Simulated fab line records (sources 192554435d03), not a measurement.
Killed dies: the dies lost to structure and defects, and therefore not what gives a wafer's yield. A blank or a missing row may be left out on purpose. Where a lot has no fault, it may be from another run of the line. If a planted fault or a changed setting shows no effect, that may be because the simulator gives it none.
Chamber matching | flow n5-finfet | 4 sister chambers for N5_ILD0_ALD_15 on ald-sin-03
The step deposits SiNx, target thk 24 nm, pulse time 1 s, ald cycles 480. 4 wafers are shown with their chamber, then 12 later ones without.

## WAFERS WITH THEIR CHAMBER
wafer  | chamber | heater-power-w (W)
L080.6 | 3       | 888
L085.1 | 0       | 947
L085.3 | 2       | 910
L085.4 | 1       | 696

## WAFERS WITH NO CHAMBER GIVEN
wafer  | heater-power-w (W)
L091.1 | 877
L091.2 | 959
L091.6 | 896
L092.1 | 717
L092.2 | 839
L092.3 | 879
L092.4 | 951
L092.5 | 901
L092.6 | 708
L094.2 | 944
L094.3 | 874
L094.5 | 922

## EACH ONE'S CHAMBER
wafer  | from the rows above          | in truth
L091.1 | can't be placed: 3 or 2      | 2
L091.2 | 0                            | 0
L091.6 | can't be placed: 3 or 2      | 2
L092.1 | 1                            | 1
L092.2 | can't be placed: 3 or 2      | 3
L092.3 | can't be placed: 3 or 2      | 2
L092.4 | 0                            | 0
L092.5 | can't be placed: 2 or 3      | 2
L092.6 | 1                            | 1
L094.2 | can't be placed: 0 or 2      | 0
L094.3 | can't be placed: 3 or 2      | 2
L094.5 | can't be placed: 2 or 0 or 3 | 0
Correct placement for 4 of the 12. These rows do not allow placing 8 (true chamber among the candidates in 8). Placed wrongly: 0.
How it was worked out, from the rows above alone: a wafer's distance from a chamber is the root of the sum, over the readings, of the square of ((its reading less the chamber's mean) divided by the reading's scatter). The wafer belongs to the nearest chamber; if the next one is less than 2 further off, it can't be placed. For every chamber, the mean is computed from those of its wafers that are shown. The scatter (one wafer shown for each chamber): square how far every hidden wafer sits from the nearest shown wafer, average those squares and take the square root.
